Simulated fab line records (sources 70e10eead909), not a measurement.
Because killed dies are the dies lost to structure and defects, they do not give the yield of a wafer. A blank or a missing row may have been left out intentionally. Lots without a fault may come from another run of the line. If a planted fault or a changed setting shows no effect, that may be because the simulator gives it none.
Chamber matching	flow nandHarc	4 sister chambers for NHARC_HYBRID_BOND_ACTIVATE_00 on rieDiel-10
The step chemistry N2, time 60 s. 14 wafers are shown with their chamber, then 6 later ones without.

== WAFERS WITH THEIR CHAMBER ==
wafer	chamber	showerheadPlenumPTorr (Torr)	drypumpMotorCurrentA (A)	oesProductAu (a.u.)
L256.4	1	1.79	5.41	0.988
L256.5	2	1.79	5.61	1.018
L256.6	3	1.89	5.82	1.009
L255.1	3	1.89	5.89	1.002
L255.2	2	1.79	5.57	1.010
L255.6	2	1.79	5.60	1.009
L257.1	2	1.79	5.56	1.016
L257.3	1	1.79	5.41	1.004
L257.5	1	1.79	5.41	1.010
L261.1	3	1.89	5.88	1.010
L261.6	1	1.78	5.43	1.006
L264.1	1	1.78	5.41	0.993
L264.2	0	1.79	5.70	1.000
L264.3	2	1.79	5.56	1.025

SIGNATURES (means of the wafers above)
reading	chamber 0	chamber 1	chamber 2	chamber 3	scatter within a chamber
showerheadPlenumPTorr	1.7900	1.7860	1.7900	1.8900	0.00346
drypumpMotorCurrentA	5.7000	5.4140	5.5800	5.8633	0.0232
oesProductAu	1.00000	1.00020	1.01560	1.00700	0.00743
Rule: a wafer's distance from a chamber is the root of the sum, over the readings, of the square of ((its reading less the chamber's mean) divided by the reading's scatter). The wafer belongs to the nearest chamber; if the next one is less than 2 further off, it can't be placed. The scatter: take each reading less its chamber's mean, square it, sum over the shown wafers, divide by the number of wafers less the number of chambers, and take the root.

== WAFERS WHOSE CHAMBER IS MISSING ==
wafer	showerheadPlenumPTorr (Torr)	drypumpMotorCurrentA (A)	oesProductAu (a.u.)
L273.2	1.79	5.68	0.979
L273.3	1.89	5.86	1.012
L273.6	1.78	5.42	0.982
L277.1	1.79	5.66	1.015
L277.2	1.78	5.41	1.001
L277.3	1.89	5.85	0.997

== CHAMBER TAKEN BY EACH ==
wafer	from the rows above	in truth
L273.2	0	0
L273.3	3	3
L273.6	1	1
L277.1	can't be placed: 0 or 2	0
L277.2	1	1
L277.3	3	3
Correct placement for 5 of the 6. Unplaceable from these rows: 1, with the true chamber sitting among the candidates in 1. Number placed wrongly: 0.
